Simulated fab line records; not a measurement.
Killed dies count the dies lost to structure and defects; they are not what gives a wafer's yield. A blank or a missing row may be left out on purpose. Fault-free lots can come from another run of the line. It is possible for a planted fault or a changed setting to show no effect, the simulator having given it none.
Matching of chambers -- flow nand_harc -- NHARC_A_BONDPAD_CMP_19 on cmp-02: 4 sister chambers
The step polishes, t overpolish 30 s, cu recess touch 16 s, target thk 169.82 nm. 24 wafers are shown with their chamber, then 12 later ones without.

WAFERS WITH THEIR CHAMBER
wafer,chamber,motor_current_A (A),overpolish_run_s (s)
L075.1,3,12.0,30.013
L075.2,0,10.9,30.000
L075.6,2,11.2,29.997
L079.2,2,11.3,30.007
L079.4,3,12.5,30.001
L079.6,2,10.6,29.982
L081.1,1,13.3,30.017
L081.5,1,12.4,30.009
L081.6,2,11.0,30.003
L082.1,2,10.9,30.010
L082.4,0,10.9,30.003
L082.6,0,10.5,30.012
L086.1,0,11.0,29.996
L086.5,3,12.4,30.003
L086.6,0,11.2,29.985
L087.1,1,13.3,30.004
L087.3,2,10.9,30.003
L087.5,3,11.9,30.001
L088.2,2,10.7,30.005
L088.4,1,13.6,29.985
L088.6,3,12.0,30.016
L091.2,0,10.4,29.989
L091.3,3,11.5,29.997
L091.4,1,12.6,30.003

SIGNATURES (means of the wafers above)
reading,chamber 0,chamber 1,chamber 2,chamber 3,scatter within a chamber
motor_current_A,10.817,13.040,10.943,12.050,0.357
overpolish_run_s,29.99750,30.00360,30.00100,30.00517,0.00958
Rule: a wafer lies at a distance from a chamber equal to the root of the sum of squares, over the readings, of (its reading less the chamber's mean, divided by the reading's scatter). If the next closest chamber is less than 2 further off than the closest, the wafer can't be placed; otherwise it belongs to the closest. The scatter: take each reading less its chamber's mean, square it, sum over the shown wafers, divide by the number of wafers less the number of chambers, and take the root.

WAFERS MISSING THEIR CHAMBER
wafer,motor_current_A (A),overpolish_run_s (s)
L090.1,12.0,29.998
L090.4,11.0,29.992
L090.5,11.3,29.991
L093.2,14.0,30.008
L093.3,10.8,30.009
L093.6,13.0,29.975
L092.4,10.8,29.990
L092.5,10.9,30.012
L092.6,13.5,29.995
L095.1,12.4,30.003
L095.3,13.8,29.994
L095.4,11.3,30.010

THE CHAMBER EACH PASSED THROUGH
wafer,from the rows above,in truth
L090.1,3,3
L090.4,can't be placed: 0 or 2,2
L090.5,can't be placed: 2 or 0 or 3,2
L093.2,1,1
L093.3,can't be placed: 2 or 0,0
L093.6,can't be placed: 1 or 3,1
L092.4,can't be placed: 0 or 2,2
L092.5,can't be placed: 2 or 0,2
L092.6,1,1
L095.1,can't be placed: 3 or 1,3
L095.3,1,1
L095.4,can't be placed: 2 or 0 or 3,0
Placed correctly: 4 of 12. From these rows, 8 cannot be placed; in 8 the true chamber is one of the candidates. Placed wrongly: 0.
